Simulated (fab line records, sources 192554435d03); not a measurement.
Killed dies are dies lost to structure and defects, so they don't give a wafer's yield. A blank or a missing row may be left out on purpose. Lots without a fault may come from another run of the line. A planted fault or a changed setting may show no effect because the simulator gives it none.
One fault seen from 3 desks | flow n5_finfet | each desk has only its own numbers; what lay behind them comes last

THE DEFECT DESK
What the inspections along the route counted, lot by lot: means of the sampled wafers that have a number. A lot is out of limits, marked OUT, if its mean lies more than 4 standard deviations from the usual mean; the brackets give that distance.
Columns: A = raw_defect_count at N5_PASSIVATION_INSPECT_67, usual 2.1
lot  | first seen here | A
L239 | day 13 08:50    | 2.0
L245 | day 14 15:55    | 1.0
L256 | day 17 06:27    | 3.7
L257 | day 18 01:01    | 1.0
L259 | day 18 06:33    | 1.7
L261 | day 19 13:02    | 3.0
This desk's finding: nothing out of limits on any of the 6 lots.

THE METROLOGY DESK
What the gauges read, lot by lot, whatever tool the lot ran on: means of the sampled wafers that have a number. A lot is out of limits, marked OUT, if its mean lies more than 4 standard deviations from the usual mean; the brackets give that distance.
Columns: A = cd_nm at N5_PASSIVATION_CD_MEAS_44, usual 39997 nm; B = PASS_OPEN_OVL at N5_PASSIVATION_OVL_MEAS_66, usual -1 nm
lot  | first seen here | A     | B
L239 | day 13 08:47    | 39997 | -3
L245 | day 14 15:52    | 40001 | -6
L256 | day 17 06:24    | 39997 | -1
L257 | day 18 00:58    | 39997 | -5
L259 | day 18 06:29    | 39991 | -6
L261 | day 19 12:59    | 39998 | -10
This desk's finding: nothing out of limits on any of the 6 lots.

THE TOOL OWNER'S DESK: rie_diel-02
The tool's own readings at N5_PASSIVATION_ETCH_54 (etches SiO2 in CHF3/O2, target depth 880 nm, time 440 s): means of the sampled wafers that have a number, for each lot that ran on this tool. A lot is out of limits, marked OUT, if its mean lies more than 4 standard deviations from the usual mean; the brackets give that distance. Of its 9 readings 7 are shown: the one that was out of limits first, and those that lie furthest out on some lot.
Columns: A = drypump_motor_current_A at N5_PASSIVATION_ETCH_54, usual 5.6 A; B = oes_ar_750_au at N5_PASSIVATION_ETCH_54, usual 0.77 a.u.; C = oes_f_703_au at N5_PASSIVATION_ETCH_54, usual 0.77 a.u.; D = oes_product_au at N5_PASSIVATION_ETCH_54, usual 0.77 a.u.; E = rf_fwd_power_W at N5_PASSIVATION_ETCH_54, usual 649.0 W; F = rf_vpp_V at N5_PASSIVATION_ETCH_54, usual 526 V; G = throttle_valve_pct at N5_PASSIVATION_ETCH_54, usual 18.99 %
lot  | first seen here | A   | B    | C               | D    | E               | F              | G
L245 | day 14 16:44    | 5.3 | 0.69 | 0.69            | 0.69 | 647.9           | 530            | 19.21
L256 | day 17 06:50    | 5.8 | 0.89 | 0.98            | 0.80 | 805.5 (+78) OUT | 472 (-4.9) OUT | 18.94
L257 | day 18 01:19    | 5.2 | 1.06 | 1.19 (+5.2) OUT | 0.96 | 802.7 (+77) OUT | 487            | 18.93
This desk's finding: out of limits on L256, L257; first on L256, day 17 06:50 (rf_fwd_power_W at N5_PASSIVATION_ETCH_54). In limits: L245.

PUT TOGETHER
The tool owner's desk could have raised an alarm at day 17 06:50, on L256, L257.
The defect desk saw nothing out of limits.
The metrology desk saw nothing out of limits.
The defect desk has L256, L257 on record, within its limits.
The metrology desk has L256, L257 on record, within its limits.
Of the lots named, all ran N5_PASSIVATION_ETCH_54 on rie_diel-02.

WHAT THE SIMULATOR HAD PUT IN
Process parameter drift: rie_diel-02, from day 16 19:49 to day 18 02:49, at N5_PASSIVATION_ETCH_54. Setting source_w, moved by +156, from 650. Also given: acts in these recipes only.
Lots struck among those shown: L256, L257.
Hours from the fault's start to each desk's first reading out of limits: the tool owner's desk, 11.
